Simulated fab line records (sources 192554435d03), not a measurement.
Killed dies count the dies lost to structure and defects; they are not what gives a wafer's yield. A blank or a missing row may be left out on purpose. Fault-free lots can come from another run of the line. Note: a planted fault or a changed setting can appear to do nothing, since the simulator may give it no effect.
Which of the tools did it? | flow n5-finfet | 10 lots with 29 wafers sampled at 5 steps, on a route of 1938 steps

## WHAT THE GAUGES READ, wafer by wafer
N5_BEOL_M8_THK_MEAS_01. Usual: M8_ILD_THK typically reads 155.3 nm, with standard deviation 2.2.
lot  | measured     | on            | M8_ILD_THK (nm)   | flag
L309 | day 9 17:04  | film-metro-02 | 157.0 158.5 158.2 |
L310 | day 9 23:02  | film-metro-02 | 153.4 158.9 153.6 |
L313 | day 11 03:31 | film-metro-01 | 154.8 157.9       |
L314 | day 11 04:24 | film-metro-02 | 153.2 156.3 153.6 |
L318 | day 12 09:11 | film-metro-02 | 154.0 153.9 157.4 |
L323 | day 12 21:33 | film-metro-02 | 154.7 158.7 181.0 | OFF
L324 | day 13 03:08 | film-metro-01 | 155.5 157.4 184.6 | OFF
L329 | day 14 22:26 | film-metro-01 | 153.5 155.4 156.5 |
L332 | day 15 07:11 | film-metro-01 | 153.6 157.6 156.7 |
L330 | day 15 10:55 | film-metro-02 | 155.7 153.7 153.7 |

## EACH LOT AND THE TOOL THAT RAN IT (in order: tool; ch and the chambers of the sampled wafers; start)
lot  | N5_BEOL_M7_SURFACE_TREAT_79  | N5_BEOL_M7_CMP_52             | N5_BEOL_M7_DEP_56               | N5_BEOL_M8_ILD_DEP_00
L309 | pvd-sputter-02, day 9 14:27  | cmp-02 ch 0,1,2, day 9 15:33  | pecvd-01 ch 0,1, day 9 15:52    | pecvd-03 ch 0,1,2, day 9 16:01
L310 | pvd-sputter-03, day 9 21:06  | cmp-02 ch 1,2, day 9 21:57    | pecvd-01 ch 0,1, day 9 22:17    | pecvd-04 ch 0,2, day 9 22:26
L313 | pvd-sputter-01, day 11 00:55 | cmp-04 ch 1, day 11 02:27     | pecvd-01 ch 1,2, day 11 02:48   | pecvd-03 ch 1,2, day 11 02:56
L314 | pvd-sputter-03, day 11 01:19 | cmp-02 ch 0,2,3, day 11 03:22 | pecvd-02 ch 0,1,2, day 11 03:41 | pecvd-03 ch 0,2, day 11 03:49
L318 | pvd-sputter-03, day 12 06:52 | cmp-02 ch 0,1,3, day 12 08:04 | pecvd-02 ch 0,1,2, day 12 08:26 | pecvd-03 ch 1,2, day 12 08:35
L323 | pvd-sputter-01, day 12 19:06 | cmp-03 ch 0,2,3, day 12 20:15 | pecvd-04 ch 0,1,2, day 12 20:32 | pecvd-03 ch 0,1, day 12 20:40
L324 | pvd-sputter-03, day 13 00:58 | cmp-02 ch 0,2,3, day 13 02:08 | pecvd-04 ch 1,2, day 13 02:25   | pecvd-03 ch 0,2, day 13 02:33
L329 | pvd-sputter-01, day 14 20:31 | cmp-02 ch 0,3, day 14 21:23   | pecvd-04 ch 0,1,2, day 14 21:44 | pecvd-04 ch 0,2, day 14 21:52
L332 | pvd-sputter-02, day 15 04:25 | cmp-03 ch 0,1,3, day 15 06:09 | pecvd-04 ch 0,1,2, day 15 06:28 | pecvd-02 ch 0,1,2, day 15 06:36
L330 | pvd-sputter-02, day 15 08:38 | cmp-03 ch 0,1,3, day 15 09:50 | pecvd-01 ch 0,1,2, day 15 10:12 | pecvd-02 ch 0,1,2, day 15 10:20
- N5_BEOL_M7_SURFACE_TREAT_79
- N5_BEOL_M7_CMP_52: polishes, stops on SiCOH lowk, t overpolish 6.9 s, target thk 80 nm.
- N5_BEOL_M7_DEP_56: deposits SiCN from 3MS/NH3, target thk 10 nm, time 17.5 s.
- N5_BEOL_M8_ILD_DEP_00: deposits SiCOH lowk from DEMS/porogen, target thk 179.75 nm, time 33.4 s.

## WHAT THE TOOLS THEMSELVES READ (means of the sampled wafers that have a number; where no wafer has one, the mark that the record gives instead)
N5_BEOL_M7_CMP_52. Usual: barrier-field-endpoint-s 29.4 s, standard deviation 0.84; clearing-platen-down-force-psi 1.500 psi, standard deviation 0.0033; head-pressure-psi 0.9999 psi, standard deviation 0.002; motor-current-A 5.6 A, standard deviation 0.67; overpolish-run-s 6.899 s, standard deviation 0.0082; pad-life-wafers 1114, standard deviation 570; time-to-endpoint-s 63 s, standard deviation 3.6.
lot  | tool   | barrier-field-endpoint-s (s) | clearing-platen-down-force-psi (psi) | head-pressure-psi (psi) | motor-current-A (A) | overpolish-run-s (s) | pad-life-wafers | time-to-endpoint-s (s) | flag
L309 | cmp-02 | 30.4                         | 1.503                                | 1.0001                  | 5.6                 | 6.904                | 1586            | 66                     |
L310 | cmp-02 | 29.4                         | 1.501                                | 1.0004                  | 6.2                 | 6.905                | 1694            | 64                     |
L313 | cmp-04 | 30.5                         | 1.498                                | 1.0011                  | 5.5                 | 6.907                | 1344            | 71                     |
L314 | cmp-02 | 29.2                         | 1.498                                | 1.0000                  | 5.5                 | 6.895                | 1952            | 65                     |
L318 | cmp-02 | 29.7                         | 1.499                                | 1.0016                  | 5.3                 | 6.890                | 43              | 65                     |
L323 | cmp-03 | 29.5                         | 1.500                                | 0.9990                  | 5.4                 | 6.900                | 1064            | 64                     |
L324 | cmp-02 | 29.9                         | 1.503                                | 1.0014                  | 5.4                 | 6.909                | 200             | 66                     |
L329 | cmp-02 | 29.0                         | 1.497                                | 0.9987                  | 5.3                 | 6.902                | 558             | 63                     |
L332 | cmp-03 | 28.6                         | 1.497                                | 0.9993                  | 6.1                 | 6.901                | 1526            | 62                     |
L330 | cmp-03 | 29.4                         | 1.503                                | 0.9991                  | 6.0                 | 6.897                | 1556            | 60                     |

N5_BEOL_M7_DEP_56. Usual: showerhead-plenum-p-Torr 3.665 Torr, standard deviation 0.014; showerhead-vpp-V 888 V, standard deviation 32; throttle-valve-pct 8.9 %, standard deviation 0.36.
lot  | tool     | showerhead-plenum-p-Torr (Torr) | showerhead-vpp-V (V) | throttle-valve-pct (%) | flag
L309 | pecvd-01 | 3.680                           | 918                  | 9.0                    |
L310 | pecvd-01 | 3.676                           | 915                  | 9.1                    |
L313 | pecvd-01 | 3.649                           | 893                  | 8.8                    |
L314 | pecvd-02 | 3.674                           | 859                  | 8.9                    |
L318 | pecvd-02 | 3.667                           | 872                  | 8.8                    |
L323 | pecvd-04 | 3.659                           | 888                  | 8.9                    |
L324 | pecvd-04 | 3.656                           | 899                  | 9.0                    |
L329 | pecvd-04 | 3.660                           | 886                  | 9.2                    |
L332 | pecvd-04 | 3.662                           | 892                  | 8.9                    |
L330 | pecvd-01 | 3.663                           | 903                  | 8.7                    |

N5_BEOL_M8_ILD_DEP_00. Usual: heater-power-w 327 W, standard deviation 69; showerhead-plenum-p-Torr 5.744 Torr, standard deviation 0.011; showerhead-vpp-V 1393 V, standard deviation 71; throttle-valve-pct 13.5 %, standard deviation 0.58.
lot  | tool     | heater-power-w (W) | showerhead-plenum-p-Torr (Torr) | showerhead-vpp-V (V) | throttle-valve-pct (%) | flag
L309 | pecvd-03 | 317                | 5.750                           | 1448                 | 13.2                   |
L310 | pecvd-04 | 252                | 5.732                           | 1409                 | 13.5                   |
L313 | pecvd-03 | 350                | 5.755                           | 1403                 | 13.8                   |
L314 | pecvd-03 | 391                | 5.748                           | 1411                 | 13.0                   |
L318 | pecvd-03 | 399                | 5.756                           | 1389                 | 13.5                   |
L323 | pecvd-03 | 242                | 5.743                           | 1484                 | 13.7                   |
L324 | pecvd-03 | 302                | 5.761                           | 1462                 | 13.0                   |
L329 | pecvd-04 | 290                | 5.736                           | 1386                 | 13.8                   |
L332 | pecvd-02 | 383                | 5.741                           | 1365                 | 13.4                   |
L330 | pecvd-02 | 344                | 5.740                           | 1351                 | 13.4                   |

## THE ANSWER, worked out from the rows above alone
Rule: take the mean of a lot's wafers that have a number; if it is more than 3 standard deviations from the usual mean, the lot is off. A lot without any number at a reading at which 4 lots or more have one is off too. All remaining lots with rows at the step are treated as sound. Order of review: gauges by route order, followed by the tools' own readings, for which a lot's mean as printed above is used. The first step at which some lot is off is used, and at that step the reading that is off furthest; a lot without a number counts as furthest.
Off: L323, L324, seen at N5_BEOL_M8_THK_MEAS_01 (M8_ILD_THK).
A tool fits if, at a process step before that reading, it ran every lot that is off, and no sound lot after the first of them. Those tools and the gauges at N5_BEOL_M8_THK_MEAS_01 are tried in the same way. One fits: pecvd-03 at N5_BEOL_M8_ILD_DEP_00. A fault onset in the window from L318 (day 12 08:35, its last sound lot) to L323 (day 12 20:40, its first lot off) fits.

## WHAT THE SIMULATOR HAD PUT IN
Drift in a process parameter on pecvd-03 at N5_BEOL_M8_ILD_DEP_00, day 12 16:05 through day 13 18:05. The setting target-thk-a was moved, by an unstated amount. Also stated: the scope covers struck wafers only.
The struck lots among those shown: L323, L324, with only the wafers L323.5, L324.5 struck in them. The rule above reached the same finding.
